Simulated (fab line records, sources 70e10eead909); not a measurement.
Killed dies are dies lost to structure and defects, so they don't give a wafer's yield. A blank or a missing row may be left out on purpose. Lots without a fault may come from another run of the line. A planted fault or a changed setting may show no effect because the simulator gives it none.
A struck lot beside a sound one | flow nand_harc | 14 steps out of a route of 1302
Sound: wafers L334.1, L334.2, L334.5. Struck: wafers L351.2, L351.5, L351.6. The cause comes at the end.
At each step with rows: each side's tool, then ch and its chambers, then its first start. Under that, the readings that differ: sound wafers | struck wafers | difference of the means | sigmas: that difference in standard deviations of wafers without a fault.
alike: readings whose means differ by less than 2 such deviations, and words and numbers that are the same on both sides. not compared: withheld readings, readings that some wafer has no value for, bounds like >300 that may hide the same value, and numbers for which the record gives no deviation and whose values overlap.
The two part at a step that has a row with sigmas, a row that says differs or no value, or rows on one side only. Numbers that don't overlap but have no deviation are shown without sigmas and don't part them. A reading that every wafer of one side lacks parts them only if that side has two wafers or more.

first, 1 step without rows for these wafers: NHARC_A_CONTACT_STRIP_27 (strips in post etch residue remover, time 600 s).
NHARC_A_CONTACT_ALD_18: deposits TiN, target thk 3 nm, pulse time 1 s, ald cycles 150.
  sound on ald_metal-01 ch 0,1, day 23 09:53; struck on ald_metal-01 ch 0,2,3, day 29 23:58
  alike: heater_power_w, precursor_pulse_height_rel, susceptor_temp_C
NHARC_A_CONTACT_CVD_19: deposits W, target thk 300 nm, time 802 s.
  sound on cvd_w-02 ch 0,1; struck on cvd_w-01 ch 0,1
  alike: heater_power_w, susceptor_temp_C, throttle_valve_pct
NHARC_A_CONTACT_CMP_20: polishes, t overpolish 30 s, target thk 300 nm.
  sound on cmp-03 ch 1,2,3, day 23 10:59; struck on cmp-04 ch 1,2,3, day 30 01:02
  alike: motor_current_A, overpolish_run_s, time_to_endpoint_s
then, 1 step without rows for these wafers: NHARC_A_CONTACT_SRD_22.
NHARC_A_CONTACT_INSPECT_23:
  sound on defect_inspect-01, day 23 11:22; struck on defect_inspect-01, day 30 01:24
  alike: raw_defect_count
then, 5 steps without rows for these wafers: NHARC_A_BLC_DEHYDRATE_00 (time 120 s); NHARC_A_BLC_HMDS_01 (time 30 s); NHARC_A_BLC_COAT_02 (time 75 s); NHARC_A_BLC_COAT_03 (time 65 s); NHARC_A_BLC_COAT_04 (resist thk 90 nm).
NHARC_A_BLC_SOFTBAKE_05: time 55 s.
  sound on litho_track-06 ch 0, day 23 11:00; struck on litho_track-06 ch 0, day 30 01:00
  reading                  | sound                | struck               | difference | sigmas
  heater_power_total_W (W) | 188.30 188.51 188.39 | 181.73 181.89 182.01 | -6.52      | -54
  alike: resist_line_temp_C
then, 1 step without rows for these wafers: NHARC_A_BLC_EBR_06.
NHARC_END_SORT_01:
  sound on prober-01 ch 0, day 25 04:56; struck on prober-01 ch 0, day 32 00:57
  alike: killed_at_array, killed_at_other, killed_at_periphery, killed_dies, killed_open, killed_short

WHERE THEY PART
Only at NHARC_A_BLC_SOFTBAKE_05, within this record. Later steps at which nothing parts them and some readings are alike: NHARC_END_SORT_01.

WHY: what the simulator had put in
Process parameter drift: litho_track-06, from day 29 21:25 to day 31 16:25, at NHARC_A_BLC_SOFTBAKE_05. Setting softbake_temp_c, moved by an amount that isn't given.
